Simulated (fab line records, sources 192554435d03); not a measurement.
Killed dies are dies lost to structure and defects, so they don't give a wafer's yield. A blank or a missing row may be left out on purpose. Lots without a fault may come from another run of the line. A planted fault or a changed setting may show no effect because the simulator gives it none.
Chamber matching | flow n5_finfet | N5_BEOL_M0_SAQP_PECVD_97 on pecvd-03: 3 sister chambers
The step deposits SiNx from SiH4/NH3/N2, target thk 23 nm, time 19.9 s. 20 wafers are shown with their chamber, then 10 later ones without.

WAFERS WITH THEIR CHAMBER
wafer  | chamber | showerhead_plenum_p_Torr (Torr) | heater_power_w (W) | throttle_valve_pct (%)
L079.1 | 1       | 5.20                            | 481                | 38.6
L079.3 | 0       | 5.26                            | 589                | 37.9
L079.6 | 2       | 5.28                            | 505                | 37.9
L080.3 | 1       | 5.20                            | 475                | 38.6
L080.4 | 2       | 5.30                            | 547                | 38.3
L080.5 | 1       | 5.19                            | 477                | 38.8
L081.2 | 2       | 5.28                            | 574                | 38.3
L081.3 | 0       | 5.27                            | 686                | 37.6
L081.5 | 2       | 5.28                            | 567                | 38.1
L082.3 | 2       | 5.28                            | 570                | 37.7
L082.4 | 2       | 5.28                            | 574                | 38.0
L082.5 | 1       | 5.20                            | 454                | 38.4
L084.2 | 2       | 5.29                            | 517                | 38.6
L084.3 | 0       | 5.27                            | 659                | 38.1
L084.6 | 1       | 5.19                            | 528                | 38.8
L088.1 | 2       | 5.29                            | 595                | 38.3
L088.3 | 1       | 5.20                            | 538                | 38.8
L088.4 | 1       | 5.19                            | 545                | 38.5
L090.2 | 1       | 5.19                            | 536                | 38.7
L090.3 | 0       | 5.26                            | 619                | 38.2

SIGNATURES (means of the wafers above)
reading                  | chamber 0 | chamber 1 | chamber 2 | scatter within a chamber
showerhead_plenum_p_Torr | 5.2650    | 5.1950    | 5.2850    | 0.00642
heater_power_w           | 638.25    | 504.25    | 556.12    | 35.3
throttle_valve_pct       | 37.950    | 38.650    | 38.150    | 0.234
Rule: a wafer's distance from a chamber is the root of the sum, over the readings, of the square of ((its reading less the chamber's mean) divided by the reading's scatter). The wafer belongs to the nearest chamber; if the next one is less than 2 further off, it can't be placed. The scatter: the root of (the sum of the squares of (reading less its chamber's mean) over the shown wafers, divided by (wafers less chambers)).

WAFERS WITHOUT THEIR CHAMBER
wafer  | showerhead_plenum_p_Torr (Torr) | heater_power_w (W) | throttle_valve_pct (%)
L090.5 | 5.20                            | 551                | 38.5
L093.3 | 5.28                            | 646                | 38.4
L093.4 | 5.28                            | 595                | 38.5
L093.6 | 5.26                            | 644                | 38.3
L094.1 | 5.19                            | 514                | 38.6
L094.5 | 5.29                            | 501                | 38.6
L094.6 | 5.17                            | 515                | 38.6
L095.2 | 5.28                            | 568                | 38.5
L095.3 | 5.19                            | 513                | 38.5
L095.4 | 5.27                            | 649                | 38.4

WHICH CHAMBER EACH WENT THROUGH
wafer  | from the rows above     | in truth
L090.5 | 1                       | 1
L093.3 | can't be placed: 2 or 0 | 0
L093.4 | can't be placed: 2 or 0 | 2
L093.6 | 0                       | 0
L094.1 | 1                       | 1
L094.5 | 2                       | 2
L094.6 | 1                       | 1
L095.2 | 2                       | 2
L095.3 | 1                       | 1
L095.4 | can't be placed: 0 or 2 | 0
Placed correctly: 7 of 10. Can't be placed from these rows: 3 (the true chamber is among the candidates in 3). Placed wrongly: 0.
